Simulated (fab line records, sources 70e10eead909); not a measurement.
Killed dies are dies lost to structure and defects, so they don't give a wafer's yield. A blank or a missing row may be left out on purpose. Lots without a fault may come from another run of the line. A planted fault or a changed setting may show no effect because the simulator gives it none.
Chamber matching | flow nand_harc | NHARC_A_CHANNEL_FILL_D1_ALD_14 on ald_hk-04: 4 sister chambers
The step deposits SiO2, target thk 2.5 nm, pulse time 10 s, ald cycles 25. 16 wafers are shown with their chamber, then 8 later ones without.

WAFERS WITH THEIR CHAMBER
wafer  | chamber | heater_power_w (W) | precursor_pulse_height_rel
L078.1 | 2       | 525                | 0.995
L078.3 | 3       | 542                | 0.991
L078.5 | 3       | 547                | 1.017
L083.1 | 2       | 524                | 1.007
L083.2 | 0       | 529                | 1.009
L083.3 | 3       | 543                | 1.028
L084.1 | 0       | 549                | 1.013
L084.3 | 2       | 516                | 0.986
L084.4 | 3       | 557                | 1.026
L085.4 | 2       | 505                | 0.998
L085.5 | 2       | 516                | 0.985
L085.6 | 3       | 539                | 0.994
L087.1 | 1       | 516                | 0.994
L087.4 | 3       | 540                | 0.994
L087.6 | 0       | 530                | 0.953
L087.2 | 2       | 516                | 0.984

SIGNATURES (means of the wafers above)
reading                    | chamber 0 | chamber 1 | chamber 2 | chamber 3 | scatter within a chamber
heater_power_w             | 536.00    | 516.00    | 517.00    | 544.67    | 7.83
precursor_pulse_height_rel | 0.99167   | 0.99400   | 0.99250   | 1.00833   | 0.0186
Rule: a wafer's distance from a chamber is the root of the sum, over the readings, of the square of ((its reading less the chamber's mean) divided by the reading's scatter). The wafer belongs to the nearest chamber; if the next one is less than 2 further off, it can't be placed. The scatter: the root of (the sum of the squares of (reading less its chamber's mean) over the shown wafers, divided by (wafers less chambers)).

WAFERS WITHOUT THEIR CHAMBER
wafer  | heater_power_w (W) | precursor_pulse_height_rel
L087.3 | 532                | 0.999
L087.5 | 540                | 0.995
L090.4 | 495                | 0.987
L090.5 | 539                | 1.020
L090.6 | 507                | 1.017
L089.1 | 542                | 1.024
L089.3 | 514                | 0.988
L089.6 | 545                | 0.999

WHICH CHAMBER EACH WENT THROUGH
wafer  | from the rows above               | in truth
L087.3 | can't be placed: 0 or 3 or 2 or 1 | 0
L087.5 | can't be placed: 0 or 3           | 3
L090.4 | can't be placed: 1 or 2           | 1
L090.5 | can't be placed: 3 or 0           | 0
L090.6 | can't be placed: 1 or 2           | 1
L089.1 | can't be placed: 3 or 0           | 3
L089.3 | can't be placed: 1 or 2           | 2
L089.6 | can't be placed: 3 or 0           | 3
Placed correctly: 0 of 8. Can't be placed from these rows: 8 (the true chamber is among the candidates in 8). Placed wrongly: 0.
